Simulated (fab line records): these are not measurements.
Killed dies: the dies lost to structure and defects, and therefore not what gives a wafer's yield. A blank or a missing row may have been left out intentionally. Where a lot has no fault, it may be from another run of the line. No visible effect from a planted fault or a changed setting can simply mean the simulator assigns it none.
What tool caused it?    flow nand harc    18 lots with 54 wafers sampled at 6 steps, on a route of 1302 steps

WHAT EACH GAUGE READ, for each wafer
No reading from a measuring or inspecting step in the record can be judged against a usual standard deviation.

TOOL THAT RAN EACH LOT (tool first, then ch and the chambers of the sampled wafers, then the start)
lot   NHARC_P_ZERO_WELL_DESCUM_39         NHARC_P_GATE_ETCH_114                          NHARC_P_GATE_RTA_64               NHARC_P_CONTACT_DESCUM_17           NHARC_P_M0_PVD_20         NHARC_P_M1_PVD_20
L075  rie diel-02 ch 0,1, day 2 10:16     rie diel-10 ch 1,2,3, day 5 23:33 or earlier   rtp anneal-02 ch 0, day 5 23:33   rie diel-05 ch 0,2,3, day 6 02:26   pvd sputter-02, no start  pvd sputter-03, no start
L077  rie diel-04 ch 0,2, day 3 06:08     rie diel-08 ch 1,2,3, day 6 21:54 or earlier   rtp anneal-01 ch 0, day 6 21:54   rie diel-12 ch 1,2,3, day 7 00:57   pvd sputter-03, no start  pvd sputter-02, no start
L079  rie diel-04 ch 0,1, day 4 02:20     rie diel-08 ch 1,3, day 7 20:26 or earlier     rtp anneal-02 ch 0, day 7 20:26   rie diel-05 ch 0,1,3, day 7 23:31   pvd sputter-02, no start  pvd sputter-02, no start
L080  rie diel-02 ch 0,3, day 4 12:24     rie diel-07 ch 0,1,2, day 8 14:59 or earlier   rtp anneal-01 ch 0, day 8 14:59   rie diel-01 ch 0,3, day 8 18:02     pvd sputter-01, no start  pvd sputter-01, no start
L081  rie diel-13 ch 0,1, day 4 22:15     rie diel-08 ch 1,2,3, day 9 01:52 or earlier   rtp anneal-01 ch 0, day 9 01:52   rie diel-12 ch 0,1,2, day 9 04:57   pvd sputter-01, no start  pvd sputter-02, no start
L083  rie diel-02 ch 0,1,2, day 5 18:08   rie diel-07 ch 0,2,3, day 9 20:59 or earlier   rtp anneal-02 ch 0, day 9 20:59   rie diel-12 ch 1,2,3, day 10 00:11  pvd sputter-01, no start  pvd sputter-01, no start
L084  rie diel-13 ch 0,2,3, day 6 06:16   rie diel-10 ch 1,2,3, day 10 04:40 or earlier  rtp anneal-01 ch 0, day 10 04:40  rie diel-12 ch 0,1,3, day 10 07:44  pvd sputter-02, no start  pvd sputter-02, no start
L085  rie diel-04 ch 1,2,3, day 6 14:24   rie diel-08 ch 0,2, day 10 10:52 or earlier    rtp anneal-02 ch 0, day 10 10:52  rie diel-12 ch 0,3, day 10 13:54    pvd sputter-02, no start  pvd sputter-01, no start
L086  rie diel-04 ch 1,2, day 7 00:25     rie diel-08 ch 0,1, day 10 17:00 or earlier    rtp anneal-01 ch 0, day 10 17:00  rie diel-01 ch 0,1,2, day 10 20:11  pvd sputter-03, no start  pvd sputter-03, no start
L087  rie diel-04 ch 1,2,3, day 7 10:29   rie diel-07 ch 2,3, day 10 23:36 or earlier    rtp anneal-02 ch 0, day 10 23:36  rie diel-12 ch 2,3, day 11 02:34    pvd sputter-03, no start  pvd sputter-02, no start
L088  rie diel-13 ch 1,2,3, day 7 20:10   rie diel-08 ch 0,1,3, day 11 18:26 or earlier  rtp anneal-01 ch 0, day 11 18:26  rie diel-12 ch 0,1, day 11 21:29    pvd sputter-01, no start  pvd sputter-01, no start
L090  rie diel-13 ch 0,1, day 8 16:38     rie diel-07 ch 1,2, day 12 18:19 or earlier    rtp anneal-01 ch 0, day 12 18:19  rie diel-12 ch 1,2,3, day 12 21:22  pvd sputter-03, no start  pvd sputter-03, no start
L091  rie diel-02 ch 0,1,2, day 9 02:16   rie diel-08 ch 0,1,2, day 12 20:22 or earlier  rtp anneal-02 ch 0, day 12 20:22  rie diel-05 ch 0,2,3, day 12 23:25  pvd sputter-03, no start  pvd sputter-03, no start
L092  rie diel-13 ch 0,1,3, day 9 12:28   rie diel-07 ch 0,2,3, day 13 12:43 or earlier  rtp anneal-01 ch 0, day 13 12:43  rie diel-05 ch 0,1,2, day 13 15:45  pvd sputter-02, no start  pvd sputter-02, no start
L093  rie diel-04 ch 2,3, day 9 22:17     rie diel-10 ch 1,2, day 13 13:01 or earlier    rtp anneal-01 ch 0, day 13 13:01  rie diel-12 ch 1,2, day 13 16:03    pvd sputter-01, no start  pvd sputter-01, no start
L095  rie diel-04 ch 0,3, day 10 19:05    rie diel-10 ch 0,1,2, day 14 22:50 or earlier  rtp anneal-01 ch 0, day 14 22:50  rie diel-01 ch 0,1,2, day 15 01:47  pvd sputter-01, no start  pvd sputter-03, no start
L096  rie diel-02 ch 0,2,3, day 11 05:11  rie diel-10 ch 1,2,3, day 15 09:54 or earlier  rtp anneal-02 ch 0, day 15 09:54  rie diel-05 ch 0,1,2, day 15 12:57  pvd sputter-01, no start  pvd sputter-03, no start
L097  rie diel-13 ch 1,2,3, day 11 14:31  rie diel-08 ch 0,1,2, day 15 12:59 or earlier  rtp anneal-01 ch 0, day 15 12:59  rie diel-05 ch 0,1,2, day 15 16:02  pvd sputter-01, no start  pvd sputter-02, no start
- NHARC_P_ZERO_WELL_DESCUM_39: chemistry O2, time 3 s.
- NHARC_P_GATE_ETCH_114: etches the open film in CF4/O2, target depth 30 nm, overetch 3 nm, time 16.5 s.
- NHARC_P_GATE_RTA_64: time 1 s.
- NHARC_P_CONTACT_DESCUM_17: chemistry O2, time 3 s.
- NHARC_P_M0_PVD_20: deposits TaN, target thk 5 nm, time 8.06 s.
- NHARC_P_M1_PVD_20: deposits TaN, target thk 5 nm, time 8.06 s.

AS READ BY THE TOOLS THEMSELVES (means over the sampled wafers that have a number; for cases with no such wafer, the mark the record gives instead)
NHARC_P_ZERO_WELL_DESCUM_39. Usual: value, then standard deviation, for each; chamber pressure mTorr 60.00 mTorr / 0.055; drypump motor current A 5.6 A / 0.43; mfc ar sccm 0.008 sccm / 0.01; oes product au 1.004 a.u. / 0.012; rf vpp V 57.8 V / 0.92; showerhead plenum p Torr 1.91 Torr / 0.096; throttle valve pct 11.311 % / 0.009.
lot   tool         chamber pressure mTorr (mTorr)  drypump motor current A (A)  mfc ar sccm (sccm)  oes product au (a.u.)  rf vpp V (V)  showerhead plenum p Torr (Torr)  throttle valve pct (%)  flag
L075  rie diel-02  60.00                           6.2                          0.005               1.001                  58.4          1.95                             11.303                  
L077  rie diel-04  60.03                           5.1                          0.007               0.995                  58.3          2.01                             11.316                  
L079  rie diel-04  60.00                           5.5                          0.003               1.006                  58.5          1.94                             11.312                  
L080  rie diel-02  60.00                           5.9                          0.000               0.998                  57.5          1.99                             11.314                  
L081  rie diel-13  60.02                           5.9                          0.000               1.006                  57.7          1.85                             11.307                  
L083  rie diel-02  60.00                           5.8                          0.008               0.992                  57.3          1.91                             11.312                  
L084  rie diel-13  60.01                           5.6                          0.006               1.018                  58.2          1.97                             11.308                  
L085  rie diel-04  60.01                           5.5                          0.014               1.003                  57.0          1.84                             11.318                  
L086  rie diel-04  60.00                           5.2                          0.008               1.015                  57.4          1.91                             11.308                  
L087  rie diel-04  59.93                           5.4                          0.014               1.008                  58.6          1.84                             11.320                  
L088  rie diel-13  59.99                           5.8                          0.006               1.012                  57.8          1.89                             11.309                  
L090  rie diel-13  60.06                           5.7                          0.000               1.016                  57.8          1.92                             11.308                  
L091  rie diel-02  59.97                           5.8                          0.008               0.989                  57.7          1.90                             11.313                  
L092  rie diel-13  60.01                           5.6                          0.000               1.016                  57.8          1.91                             11.307                  
L093  rie diel-04  60.00                           5.1                          0.018               1.000                  58.6          2.00                             11.310                  
L095  rie diel-04  60.03                           5.5                          0.022               0.986                  58.7          2.05                             11.313                  
L096  rie diel-02  59.96                           5.6                          0.003               0.998                  58.0          1.94                             11.305                  
L097  rie diel-13  60.01                           5.8                          0.006               1.001                  58.0          1.88                             11.318                  

NHARC_P_GATE_ETCH_114. Usual: cf4 flow sccm 80.02 sccm, standard deviation 0.25; chamber pressure mTorr 29.998 mTorr, standard deviation 0.025; drypump motor current A 5.8 A, standard deviation 0.34; mfc ar sccm 0.003 sccm, standard deviation 0.0072; oes_o_777_au 1.000 a.u., standard deviation 0.0047; oes product au 1.005 a.u., standard deviation 0.011; rf fwd power W 294.4 W, standard deviation 1.8; rf vpp V 197.0 V, standard deviation 1.2; showerhead plenum p Torr 1.29 Torr, standard deviation 0.045; throttle valve pct 13.397 %, standard deviation 0.009.
lot   tool         cf4 flow sccm (sccm)  chamber pressure mTorr (mTorr)  drypump motor current A (A)  mfc ar sccm (sccm)  oes_o_777_au (a.u.)  oes product au (a.u.)  rf fwd power W (W)  rf vpp V (V)  showerhead plenum p Torr (Torr)  throttle valve pct (%)  flag
L075  rie diel-10  80.11                 30.004                          6.2                          0.010               0.997                0.999                  293.9               196.1         1.25                             13.386                  
L077  rie diel-08  79.91                 29.995                          5.5                          0.000               1.000                1.001                  295.3               197.5         1.29                             13.383                  
L079  rie diel-08  80.02                 30.011                          5.4                          0.000               0.996                1.006                  295.7               197.5         1.29                             13.394                  
L080  rie diel-07  80.06                 30.003                          6.0                          0.002               1.007                1.005                  294.6               197.1         1.34                             13.401                  
L081  rie diel-08  79.86                 29.978                          5.5                          0.000               0.999                1.015                  293.8               196.4         1.29                             13.395                  
L083  rie diel-07  80.06                 29.985                          5.7                          0.005               1.001                0.995                  293.9               197.0         1.35                             13.393                  
L084  rie diel-10  80.03                 29.989                          6.2                          0.010               0.999                0.997                  293.4               195.5         1.25                             13.399                  
L085  rie diel-08  79.87                 30.005                          5.8                          0.000               1.001                1.013                  294.1               195.9         1.26                             13.401                  
L086  rie diel-08  80.05                 30.031                          5.7                          0.000               1.002                1.009                  295.0               197.3         1.29                             13.404                  
L087  rie diel-07  80.18                 30.008                          5.4                          0.007               0.998                0.996                  295.2               198.5         1.34                             13.401                  
L088  rie diel-08  80.04                 29.992                          5.5                          0.000               0.998                1.006                  295.9               197.1         1.29                             13.401                  
L090  rie diel-07  79.99                 29.976                          5.9                          0.000               1.003                1.008                  294.0               198.6         1.33                             13.395                  
L091  rie diel-08  80.17                 29.994                          5.7                          0.000               1.000                1.013                  294.5               196.7         1.29                             13.405                  
L092  rie diel-07  79.96                 29.990                          5.7                          0.005               0.998                0.997                  294.9               197.8         1.35                             13.396                  
L093  rie diel-10  80.05                 30.028                          6.2                          0.009               1.001                1.003                  292.8               195.4         1.25                             13.403                  
L095  rie diel-10  79.99                 30.006                          6.1                          0.009               0.999                1.004                  291.9               196.5         1.27                             13.402                  
L096  rie diel-10  80.06                 29.980                          6.2                          0.010               1.003                0.993                  294.4               196.0         1.25                             13.388                  
L097  rie diel-08  79.95                 30.011                          5.7                          0.000               0.999                1.009                  294.0               197.7         1.29                             13.395                  

NHARC_P_GATE_RTA_64. Usual: lamp power pct 35.9 %, standard deviation 2; lamp_zone_4_pct 35.9 %, standard deviation 2; lamp_zone_6_pct 35.8 %, standard deviation 2; wafer_temp_C_max 1053.8, standard deviation 1.
lot   tool           lamp power pct (%)  lamp_zone_4_pct (%)  lamp_zone_6_pct (%)  wafer_temp_C_max  flag
L075  rtp anneal-02  33.4                33.4                 33.3                 1053.9            
L077  rtp anneal-01  37.4                37.4                 37.3                 1053.4            
L079  rtp anneal-02  33.3                33.3                 33.3                 1053.2            
L080  rtp anneal-01  37.4                37.4                 37.4                 1054.4            
L081  rtp anneal-01  37.5                37.4                 37.4                 1053.1            
L083  rtp anneal-02  33.3                33.3                 33.3                 1053.9            
L084  rtp anneal-01  37.4                37.4                 37.4                 1055.2            
L085  rtp anneal-02  33.4                33.3                 33.3                 1053.2            
L086  rtp anneal-01  37.4                37.4                 37.3                 1053.6            
L087  rtp anneal-02  33.4                33.3                 33.4                 1052.0            
L088  rtp anneal-01  37.4                37.4                 37.4                 1053.9            
L090  rtp anneal-01  37.5                37.4                 37.4                 1054.7            
L091  rtp anneal-02  33.3                33.3                 33.3                 1052.5            
L092  rtp anneal-01  37.4                37.4                 37.4                 1053.4            
L093  rtp anneal-01  37.4                37.4                 37.3                 1055.4            
L095  rtp anneal-01  37.4                37.4                 37.3                 1054.6            
L096  rtp anneal-02  33.4                33.4                 33.3                 1052.4            
L097  rtp anneal-01  37.4                37.4                 37.3                 1054.3            

NHARC_P_CONTACT_DESCUM_17. Usual: value, then standard deviation, for each; chamber pressure mTorr 60.00 mTorr / 0.052; drypump motor current A 5.8 A / 0.34; mfc ar sccm 0.013 sccm / 0.015; oes product au 1.005 a.u. / 0.012; rf vpp V 57.9 V / 0.86; showerhead plenum p Torr 1.95 Torr / 0.062; throttle valve pct 11.310 % / 0.0094.
lot   tool         chamber pressure mTorr (mTorr)  drypump motor current A (A)  mfc ar sccm (sccm)  oes product au (a.u.)  rf vpp V (V)  showerhead plenum p Torr (Torr)  throttle valve pct (%)  flag
L075  rie diel-05  60.01                           5.9                          0.007               0.996                  58.0          1.94                             11.312                  
L077  rie diel-12  59.99                           5.8                          0.021               1.005                  57.1          1.99                             11.313                  
L079  rie diel-05  59.95                           6.1                          0.005               1.007                  58.6          1.98                             11.314                  
L080  rie diel-01  60.03                           5.3                          0.007               1.022                  57.7          1.93                             11.306                  
L081  rie diel-12  59.99                           5.8                          0.021               1.005                  58.0          1.97                             11.306                  
L083  rie diel-12  60.00                           5.8                          0.021               1.006                  58.0          1.99                             11.312                  
L084  rie diel-12  59.98                           5.8                          0.006               1.014                  57.4          1.94                             11.311                  
L085  rie diel-12  60.00                           5.7                          0.000               1.007                  57.3          1.91                             11.310                  
L086  rie diel-01  59.97                           5.6                          0.010               0.993                  57.6          1.89                             11.318                  
L087  rie diel-12  60.03                           5.7                          0.015               1.010                  58.4          1.96                             11.316                  
L088  rie diel-12  60.03                           5.9                          0.006               1.011                  57.8          1.92                             11.310                  
L090  rie diel-12  60.03                           5.8                          0.021               1.011                  57.1          1.99                             11.300                  
L091  rie diel-05  60.01                           5.9                          0.007               0.995                  57.5          1.94                             11.306                  
L092  rie diel-05  60.03                           5.8                          0.012               0.990                  57.4          1.96                             11.300                  
L093  rie diel-12  59.97                           5.8                          0.036               1.014                  58.5          2.01                             11.304                  
L095  rie diel-01  59.97                           5.6                          0.010               1.005                  57.1          1.89                             11.309                  
L096  rie diel-05  60.02                           5.8                          0.012               0.997                  57.4          1.96                             11.309                  
L097  rie diel-05  60.01                           5.8                          0.012               0.996                  58.2          1.96                             11.311                  

NHARC_P_M0_PVD_20. Usual: chamber pressure pa 0.12 Pa, standard deviation 0.00025; substrate temp c 50.00 C, standard deviation 0.11; throttle valve pct 30.2 %, standard deviation 0.98.
lot   tool            chamber pressure pa (Pa)  substrate temp c (C)  throttle valve pct (%)  flag
L075  pvd sputter-02  0.12                      49.95                 29.9                    
L077  pvd sputter-03  0.12                      49.99                 29.8                    
L079  pvd sputter-02  0.12                      50.03                 30.7                    
L080  pvd sputter-01  0.12                      50.08                 30.6                    
L081  pvd sputter-01  0.12                      49.94                 29.9                    
L083  pvd sputter-01  0.12                      50.00                 30.5                    
L084  pvd sputter-02  0.12                      49.97                 29.8                    
L085  pvd sputter-02  0.12                      50.12                 30.7                    
L086  pvd sputter-03  0.12                      49.93                 30.8                    
L087  pvd sputter-03  0.12                      49.98                 30.3                    
L088  pvd sputter-01  0.12                      50.06                 30.9                    
L090  pvd sputter-03  0.12                      49.97                 30.1                    
L091  pvd sputter-03  0.12                      50.01                 30.4                    
L092  pvd sputter-02  0.12                      49.96                 29.8                    
L093  pvd sputter-01  0.12                      50.03                 29.8                    
L095  pvd sputter-01  0.12                      50.05                 30.3                    
L096  pvd sputter-01  0.12                      49.91                 29.6                    
L097  pvd sputter-01  0.12                      50.08                 30.2                    

NHARC_P_M1_PVD_20. Usual: chamber pressure pa 0.12 Pa, standard deviation 0.00025; substrate temp c 50.01 C, standard deviation 0.12; throttle valve pct 30.2 %, standard deviation 0.98.
lot   tool            chamber pressure pa (Pa)  substrate temp c (C)  throttle valve pct (%)  flag
L075  pvd sputter-03  0.12                      49.95                 30.6                    
L077  pvd sputter-02  0.12                      50.19                 30.4                    
L079  pvd sputter-02  0.12                      50.00                 29.9                    
L080  pvd sputter-01  0.12                      49.99                 29.7                    
L081  pvd sputter-02  0.12                      50.00                 29.8                    
L083  pvd sputter-01  0.12                      50.06                 30.5                    
L084  pvd sputter-02  0.12                      50.09                 30.4                    
L085  pvd sputter-01  0.12                      50.01                 29.9                    
L086  pvd sputter-03  0.12                      49.90                 31.2                    
L087  pvd sputter-02  0.12                      49.97                 29.5                    
L088  pvd sputter-01  0.12                      50.02                 30.0                    
L090  pvd sputter-03  0.12                      49.96                 30.1                    
L091  pvd sputter-03  0.12                      50.05                 30.6                    
L092  pvd sputter-02  0.12                      50.05                 30.3                    
L093  pvd sputter-01  0.12                      50.00                 30.5                    
L095  pvd sputter-03  0.12                      50.03                 30.9                    
L096  pvd sputter-03  0.12                      50.00                 30.2                    
L097  pvd sputter-02  0.12                      49.91                 29.8                    

THE ANSWER, worked out from the rows above alone
Rule: take the mean of a lot's wafers that have a number; if it is more than 3 standard deviations from the usual mean, the lot is off. A lot without any number at a reading at which 4 lots or more have one is off too. The other lots that the step has rows for count as sound. First the gauges in route order, then the tools' own readings, where a lot's mean is used as printed above. The first step at which some lot is off is used, and at that step the reading that is off furthest; a lot without a number counts as furthest.
Across all readings shown, no lot is off: no conclusion can be drawn from this.

WHAT WAS PUT IN BY THE SIMULATOR
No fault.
